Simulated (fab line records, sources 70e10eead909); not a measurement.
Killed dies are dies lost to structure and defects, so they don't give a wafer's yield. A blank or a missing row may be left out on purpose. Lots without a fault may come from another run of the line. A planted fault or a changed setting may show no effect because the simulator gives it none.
A struck lot beside a sound one | flow nand_harc | 15 steps out of a route of 1159
Sound: wafers L654.3, L654.5, L654.6. Struck: wafer L660.1. (L660.5 of the same lot was not struck and is left out.) The cause comes at the end.
At each step with rows: each side's tool, then ch and its chambers, then its first start. Under that, the readings that differ: sound wafers | struck wafers | difference of the means | sigmas: that difference in standard deviations of wafers without a fault.
alike: readings whose means differ by less than 2 such deviations, and words and numbers that are the same on both sides. not compared: withheld readings, readings that some wafer has no value for, bounds like >300 that may hide the same value, and numbers for which the record gives no deviation and whose values overlap.
The two part at a step that has a row with sigmas, a row that says differs or no value, or rows on one side only. Numbers that don't overlap but have no deviation are shown without sigmas and don't part them. A reading that every wafer of one side lacks parts them only if that side has two wafers or more.

first, 1 step without rows for these wafers: NHARC_A_CHANNEL_HOLE_D1_STRIP_43 (strips in O2/COS).
NHARC_A_CHANNEL_HOLE_D1_ETCH_44: etches the open film in CF4/O2, target depth 140 nm, overetch 14 nm, time 77 s.
  sound on rie_diel-08 ch 1,2, day 10 11:04; struck on rie_diel-12 ch 1, day 12 13:57
  alike: chamber_pressure_mTorr, drypump_motor_current_A, oes_product_au, rf_vpp_V, showerhead_plenum_p_Torr, throttle_valve_pct
  not compared: rf_hours_counter_h
NHARC_A_CHANNEL_HOLE_D1_STRIP_27: strips in O2.
  sound on rie_diel-08 ch 1,2,3; struck on rie_diel-12 ch 0
  alike: chamber_pressure_mTorr, drypump_motor_current_A, oes_product_au, rf_vpp_V, showerhead_plenum_p_Torr, throttle_valve_pct
  not compared: rf_hours_counter_h
then, 2 steps without rows for these wafers: NHARC_A_CHANNEL_HOLE_D1_PRECLEAN_28 (cleans in SC1); NHARC_A_CHANNEL_HOLE_D1_SRD_29.
NHARC_A_CHANNEL_HOLE_D1_CD_MEAS_30:
  sound on cd_sem-01, day 10 11:59; struck on cd_sem-01, day 12 14:47
  reading    | sound          | struck | difference | sigmas
  cd_nm (nm) | 90.3 89.1 89.7 | 92.2   | +2.5       | +2
then, 1 step without rows for these wafers: NHARC_A_CHANNEL_HOLE_D1_XSEM_31.
NHARC_A_CHANNEL_HOLE_D1_INSPECT_40:
  sound on defect_inspect-02, day 10 12:11; struck on defect_inspect-01, day 12 14:58
  alike: raw_defect_count
then, 2 steps without rows for these wafers: NHARC_A_CHANNEL_FILL_D1_PRECLEAN_00 (cleans in SC1); NHARC_A_CHANNEL_FILL_D1_SRD_01.
NHARC_A_CHANNEL_FILL_D1_ALD_02: deposits SiO2, target thk 6 nm, pulse time 10 s, ald cycles 60.
  sound on ald_hk-04 ch 2,3, day 10 12:23; struck on ald_hk-01 ch 3, day 12 15:15
  alike: heater_power_w, precursor_pulse_height_rel
  not compared: ald_cycles
NHARC_A_CHANNEL_FILL_D1_ALD_03: deposits SiNx, target thk 6 nm, pulse time 60 s, ald cycles 58.
  sound on ald_sin_batch-03 ch 0; struck on ald_sin_batch-03 ch 0
  alike: precursor_pulse_height_rel
  not compared: ald_cycles
NHARC_A_CHANNEL_FILL_D1_ALD_14: deposits SiO2, target thk 2.5 nm, pulse time 10 s, ald cycles 25.
  sound on ald_hk-04 ch 0,1, day 10 20:12; struck on ald_hk-04 ch 3, day 12 22:17
  reading            | sound       | struck | difference | sigmas
  ald_cycles         | 25 25 25    | 17     | -8         |
  heater_power_w (W) | 512 486 512 | 385    | -118       | -3
  alike: precursor_pulse_height_rel
NHARC_A_CHANNEL_FILL_D1_ALD_15: deposits SiNx, target thk 2 nm, pulse time 60 s, ald cycles 19.
  sound on ald_sin_batch-02 ch 0; struck on ald_sin_batch-02 ch 0
  reading                    | sound             | struck | difference | sigmas
  precursor_pulse_height_rel | 0.992 0.994 1.017 | 0.962  | -0.039     | -2
  not compared: ald_cycles
NHARC_END_SORT_01:
  the record has rows for the sound wafers here (prober-02 ch 0, day 21 16:59) and none for the struck ones

WHERE THEY PART
First at NHARC_A_CHANNEL_HOLE_D1_CD_MEAS_30; last, within this record, at NHARC_END_SORT_01.

WHY: what the simulator had put in
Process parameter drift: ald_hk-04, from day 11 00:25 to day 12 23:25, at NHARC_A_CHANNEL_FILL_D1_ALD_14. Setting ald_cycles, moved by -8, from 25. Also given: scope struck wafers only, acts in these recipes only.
